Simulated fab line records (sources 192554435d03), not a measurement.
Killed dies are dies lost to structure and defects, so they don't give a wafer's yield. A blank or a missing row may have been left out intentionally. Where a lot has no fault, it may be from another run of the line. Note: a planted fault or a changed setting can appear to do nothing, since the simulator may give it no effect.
One fault through the eyes of 3 desks + flow n5_finfet + each desk has only its own numbers; what lay behind them comes last

THE DEFECT DESK
What the inspections along the route counted, lot by lot: means of the sampled wafers that have a number. Marked OUT: a lot whose mean sits more than 4 standard deviations from the usual mean, which makes it out of limits; the brackets give that distance.
Columns: A = raw_defect_count at N5_BEOL_M15_INSPECT_30, usual 2.1
| lot  | first seen here | A   |
|------|-----------------|-----|
| L707 | day 14 15:48    | 1.7 |
| L710 | day 15 05:17    | 1.3 |
| L715 | day 16 17:19    | 1.5 |
| L717 | day 17 09:16    | 1.0 |
| L721 | day 18 06:17    | 2.7 |
| L718 | day 18 09:29    | 2.3 |
| L722 | day 20 06:17    | 3.0 |
Result from this desk: across the 7 lots, nothing is out of limits.

TOOL OWNER'S DESK, rie_diel-03
The tool's own readings at N5_BEOL_M15_ETCH_38 (etches SiCN in CF4/N2, target depth 106.4 nm, time 120.5 s): means of the sampled wafers that have a number, for each lot that ran on this tool. Marked OUT: a lot whose mean sits more than 4 standard deviations from the usual mean, which makes it out of limits; the brackets give that distance.
Columns: A = bias_w at N5_BEOL_M15_ETCH_38, usual 70.00 W; B = drypump_motor_current_A at N5_BEOL_M15_ETCH_38, usual 5.7 A; C = oes_product_au at N5_BEOL_M15_ETCH_38, usual 0.77 a.u.; D = rf_vpp_V at N5_BEOL_M15_ETCH_38, usual 381.8 V; E = showerhead_plenum_p_Torr at N5_BEOL_M15_ETCH_38, usual 2.19 Torr; F = throttle_valve_pct at N5_BEOL_M15_ETCH_38, usual 15.55 %
| lot  | first seen here | A     | B   | C    | D     | E    | F     |
|------|-----------------|-------|-----|------|-------|------|-------|
| L715 | day 16 19:34    | 70.03 | 5.8 | 0.84 | 383.7 | 2.24 | 15.73 |
| L717 | day 17 15:03    | 69.89 | 5.6 | 0.93 | 384.9 | 2.31 | 15.48 |
| L718 | day 18 11:09    | 70.11 | 5.6 | 0.84 | 383.9 | 2.27 | 15.61 |
Result from this desk: across the 3 lots, nothing is out of limits.

THE METROLOGY DESK
Means of the sampled wafers that have a number, per lot and without regard to the tool the lot ran on: this is what the gauges read. Marked OUT: a lot whose mean sits more than 4 standard deviations from the usual mean, which makes it out of limits; the brackets give that distance.
Columns: A = cd_nm at N5_BEOL_M15_CD_MEAS_28, usual 407.8 nm; B = M15_OVL at N5_BEOL_M15_OVL_MEAS_29, usual -3 nm; C = M15_THK at N5_BEOL_M15_THK_MEAS_50, usual 858 nm
| lot  | first seen here | A     | B  | C   |
|------|-----------------|-------|----|-----|
| L707 | day 14 15:45    | 408.2 | -6 | 857 |
| L710 | day 15 05:14    | 409.0 | -3 | 864 |
| L715 | day 16 17:16    | 407.9 | -6 | 848 |
| L717 | day 17 09:13    | 407.6 | 0  | 848 |
| L721 | day 18 06:14    | 408.6 | -2 | 845 |
| L718 | day 18 09:26    | 406.1 | -8 | 859 |
| L722 | day 20 06:10    | 409.5 | -6 | 864 |
Result from this desk: across the 7 lots, nothing is out of limits.

ALL TOGETHER
Nothing out of limits was seen by the defect desk.
The tool owner's desk saw nothing out of limits.
From the metrology desk's view, nothing was out of limits.

WHAT THE SIMULATOR PUT IN
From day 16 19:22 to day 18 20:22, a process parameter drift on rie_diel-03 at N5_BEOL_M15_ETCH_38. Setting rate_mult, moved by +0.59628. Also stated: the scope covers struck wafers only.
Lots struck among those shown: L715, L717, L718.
